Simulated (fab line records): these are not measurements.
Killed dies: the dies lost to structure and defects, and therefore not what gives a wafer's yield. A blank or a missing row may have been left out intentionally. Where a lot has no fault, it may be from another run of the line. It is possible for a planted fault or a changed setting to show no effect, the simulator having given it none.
Chamber matching :: flow n5 finfet :: 3 sister chambers for N5_BEOL_M4_DEP_57 on pecvd-01
The step deposits SiCN from 3MS/NH3, target thk 8 nm, time 14 s. 6 wafers are shown with their chamber, then 7 later ones without.

## WAFERS WITH THEIR CHAMBER
wafer: L075.5
chamber: 1
throttle valve pct (%): 9.8
showerhead plenum p Torr (Torr): 3.651

wafer: L087.3
chamber: 2
throttle valve pct (%): 8.7
showerhead plenum p Torr (Torr): 3.629

wafer: L087.5
chamber: 2
throttle valve pct (%): 8.9
showerhead plenum p Torr (Torr): 3.633

wafer: L087.6
chamber: 0
throttle valve pct (%): 10.2
showerhead plenum p Torr (Torr): 3.645

wafer: L089.3
chamber: 1
throttle valve pct (%): 9.9
showerhead plenum p Torr (Torr): 3.660

wafer: L089.5
chamber: 0
throttle valve pct (%): 10.3
showerhead plenum p Torr (Torr): 3.626

## WAFERS WITH NO CHAMBER GIVEN
wafer: L089.6
throttle valve pct (%): 8.6
showerhead plenum p Torr (Torr): 3.633

wafer: L092.1
throttle valve pct (%): 9.8
showerhead plenum p Torr (Torr): 3.652

wafer: L092.2
throttle valve pct (%): 8.8
showerhead plenum p Torr (Torr): 3.623

wafer: L092.6
throttle valve pct (%): 10.3
showerhead plenum p Torr (Torr): 3.638

wafer: L097.2
throttle valve pct (%): 8.9
showerhead plenum p Torr (Torr): 3.637

wafer: L097.5
throttle valve pct (%): 9.9
showerhead plenum p Torr (Torr): 3.664

wafer: L097.6
throttle valve pct (%): 9.1
showerhead plenum p Torr (Torr): 3.643

## WHICH CHAMBER EACH ONE RAN IN
wafer: L089.6
from the rows above: 2
in truth: 2

wafer: L092.1
from the rows above: 1
in truth: 1

wafer: L092.2
from the rows above: 2
in truth: 2

wafer: L092.6
from the rows above: 0
in truth: 0

wafer: L097.2
from the rows above: 2
in truth: 2

wafer: L097.5
from the rows above: 1
in truth: 1

wafer: L097.6
from the rows above: 2
in truth: 2
Placed correctly: 7 of 7. Not placeable from these rows: 0. Wrongly placed: 0.
How it was worked out, from the rows above alone: a wafer's distance from a chamber is the root of the sum, over the readings, of the square of ((its reading less the chamber's mean) divided by the reading's scatter). The wafer belongs to the nearest chamber; if the next one is less than 2 further off, it can't be placed. Each chamber's mean is taken over the wafers shown for it. The scatter: take each reading less its chamber's mean, square it, sum over the shown wafers, divide by the number of wafers less the number of chambers, and take the root.
